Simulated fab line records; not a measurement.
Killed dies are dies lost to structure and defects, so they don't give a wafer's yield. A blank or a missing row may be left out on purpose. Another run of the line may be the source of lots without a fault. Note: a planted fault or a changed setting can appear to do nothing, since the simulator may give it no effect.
A struck lot beside a sound one / flow n5-finfet / 15 out of 1938 route steps
Sound: wafers L479.1, L479.2, L479.4. Struck: wafers L487.1, L487.2. (L487.6 of the same lot was not struck and is left out.) The cause comes at the end.
At each step with rows: each side's tool, then ch and its chambers, then its first start. Under that, the readings that differ: sound wafers / struck wafers / difference of the means / sigmas: that difference in standard deviations of wafers without a fault.
alike: a reading whose means differ by less than 2 such deviations, as well as words and numbers matching on both sides. not compared: withheld readings; readings where some wafer has no value; bounds like >300 that might hide an equal value; numbers whose values overlap and for which the record gives no deviation.
A row with sigmas, a row that says differs or no value, or rows on one side alone: a step with any of these is where the two part. Numbers that have no deviation but don't overlap get no sigmas and don't part them. A reading missing from all wafers of one side parts the sides only when that side holds two or more wafers.

first, 7 steps without rows for these wafers: N5_BEOL_M5_COAT_71 (time 60 s, resist thk 5 nm); N5_BEOL_M5_COAT_05 (resist thk 30 nm); N5_BEOL_M5_EBR_07; N5_BEOL_M5_SOFTBAKE_06 (time 60 s); N5_BEOL_M5_EXPOSE_08 (exposes mask M5, target cd 28 nm); N5_BEOL_M5_PEB_09 (peb time 60 s); N5_BEOL_M5_DEVELOP_10 (develop time 30 s).
N5_BEOL_M5_CD_MEAS_11: target cd 27.74 nm.
  sound on cd-sem-03 ch 0, day 13 03:35; struck on cd-sem-03 ch 0, day 14 04:53
  alike: cd-nm
N5_BEOL_M5_OVL_MEAS_12:
  sound on overlay-02 ch 0, day 13 03:37; struck on overlay-02 ch 0, day 14 04:55
  alike: M5_OVL
N5_BEOL_M5_INSPECT_13: inspects for defects (brightfield).
  sound: defect-inspect-01 at day 13 03:41; struck: defect-inspect-01 at day 14 04:59
  alike: raw-defect-count
N5_BEOL_M5_DESCUM_16: chemistry O2, time 7 s.
  sound on rie-diel-02 ch 0,2,3, day 13 04:02; struck on rie-diel-02 ch 0,2, day 14 05:01
  alike: drypump-motor-current-A, oes-product-au, rf-vpp-V, showerhead-plenum-p-Torr, throttle-valve-pct
  not compared: rf-hours-counter-h
N5_BEOL_M5_ETCH_72: etches underlayer in N2/H2, target depth 6.5 nm, time 5.2 s.
  sound on rie-diel-02 ch 0,2,3, day 13 04:05; struck on rie-diel-02 ch 0,2, day 14 05:03
  alike: drypump-motor-current-A, etch-rf-on-time-s, h2-flow-sccm, oes-product-au, rf-vpp-V, showerhead-plenum-p-Torr, throttle-valve-pct
  not compared: rf-hours-counter-h
N5_BEOL_M5_ETCH_61: etches SiARC in CF4, target depth 15.6 nm, time 26 s.
  sound on rie-diel-02 ch 0,2,3, day 13 04:06; struck on rie-diel-02 ch 0,2, day 14 05:04
reading=etch-rf-on-time-s (s); sound=27.1 26.6 25.2; struck=34.1 31.8; difference=+6.7; sigmas=+10
  alike: drypump-motor-current-A, oes-product-au, rf-vpp-V, showerhead-plenum-p-Torr, throttle-valve-pct
  not compared: rf-hours-counter-h
N5_BEOL_M5_ETCH_62: etches SOC in N2/H2, target depth 75 nm, overetch 15 nm, time 112.5 s.
  sound on rie-diel-02 ch 0,2,3, day 13 04:07; struck on rie-diel-02 ch 0,2, day 14 05:05
  alike: drypump-motor-current-A, h2-flow-sccm, oes-product-au, rf-vpp-V, showerhead-plenum-p-Torr, throttle-valve-pct
  not compared: rf-hours-counter-h
-- record jumps: 4 days separate the struck wafers' starts on either side; left off in module BEOL_M5, taken up again in module PASSIVATION, whose first shown step is the route's number 1936 --
N5_PASSIVATION_PROBE_49:
  sound: prober-01 at day 17 13:20; struck: prober-01 at day 18 14:04
reading=sort_bin_6_memory (%); sound=3.6 2.9 3.2; struck=4.2 5.2; difference=+1.5; sigmas=+2
  alike: defect-limited-yield, killed_at_M0_to_M3, killed_at_M4_up, killed-at-contacts, killed-at-front-end, killed-at-other, killed-dies, killed-open, killed-short, sort_bin_4_leakage, sort_bin_5_function, sort-n-pass, sort-yield-pct

WHERE THEY PART
First at N5_BEOL_M5_ETCH_61; last, within this record, at N5_PASSIVATION_PROBE_49.

WHY: whatever the simulator had introduced
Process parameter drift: rie-diel-02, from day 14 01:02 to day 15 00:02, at N5_BEOL_M5_ETCH_61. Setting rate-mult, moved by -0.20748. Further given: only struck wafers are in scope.
